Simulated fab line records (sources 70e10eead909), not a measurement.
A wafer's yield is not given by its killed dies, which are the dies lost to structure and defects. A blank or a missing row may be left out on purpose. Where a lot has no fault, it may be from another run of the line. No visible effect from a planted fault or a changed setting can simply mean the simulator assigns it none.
Which of the tools did it? ; flow nand harc ; 6 lots, 18 wafers sampled, at 4 steps of a route of 1302

== WHAT THE GAUGES SHOWED, per wafer ==
NHARC_END_SORT_01.
lot;measured;on;killed at other
L974;day 27 23:24;prober-01;1 0 0
L983;day 30 17:15;prober-01;1 0 0
L986;day 32 05:08;prober-01;1 0 1

== WHAT TOOL EACH LOT RAN ON (gives the tool, then ch and the chambers of the sampled wafers, and finally the start) ==
lot;NHARC_A_BLC_DEGAS_30;NHARC_A_M0_ETCH_34;NHARC_A_M0_ANNEAL_30
L969;pvd sputter-01, day 23 10:34;rie diel-04 ch 0,1,2, day 23 13:08;rtp anneal-02 ch 0, day 23 14:45
L973;pvd sputter-02, day 24 17:37;rie diel-13 ch 1,2,3, day 24 20:02;rtp anneal-02 ch 0, day 24 21:43
L974;pvd sputter-02, day 26 03:43;rie diel-04 ch 1,2, day 26 06:20;rtp anneal-02 ch 0, day 26 07:56
L983;pvd sputter-01, day 28 22:26;rie diel-04 ch 0,1,2, day 29 01:02;rtp anneal-01 ch 0, day 29 02:40
L986;pvd sputter-01, day 30 10:40;rie diel-13 ch 2,3, day 30 13:15;rtp anneal-02 ch 0, day 30 14:49
L989;pvd sputter-03, day 32 01:35;rie diel-04 ch 0,2, day 32 04:10;rtp anneal-01 ch 0, day 32 06:00
- NHARC_A_BLC_DEGAS_30: time 60 s.
- NHARC_A_M0_ETCH_34: etches the open film in N2/H2, target depth 40 nm, overetch 12 nm, time 43.94 s.
- NHARC_A_M0_ANNEAL_30: time 90 s.

== THE ANSWER, worked out from the rows above alone ==
Rule: what is usual is taken from the lots themselves. The widest of any qualifying gaps counts: lots, ordered by their means at a reading, are off when they make up no more than a third of the lots, leave a main group of 4 or more, and stand apart from it by 3 or more times the standard deviation of that group's means. A main group is skipped when, at the precision printed for the reading in the tables above, its means are all equal. A lot without any number at a reading at which 4 lots or more have one is off too. The other lots that the step has rows for count as sound.
Across all readings shown, no lot is off: no conclusion can be drawn from this.

== WHAT HAD BEEN PUT IN BY THE SIMULATOR ==
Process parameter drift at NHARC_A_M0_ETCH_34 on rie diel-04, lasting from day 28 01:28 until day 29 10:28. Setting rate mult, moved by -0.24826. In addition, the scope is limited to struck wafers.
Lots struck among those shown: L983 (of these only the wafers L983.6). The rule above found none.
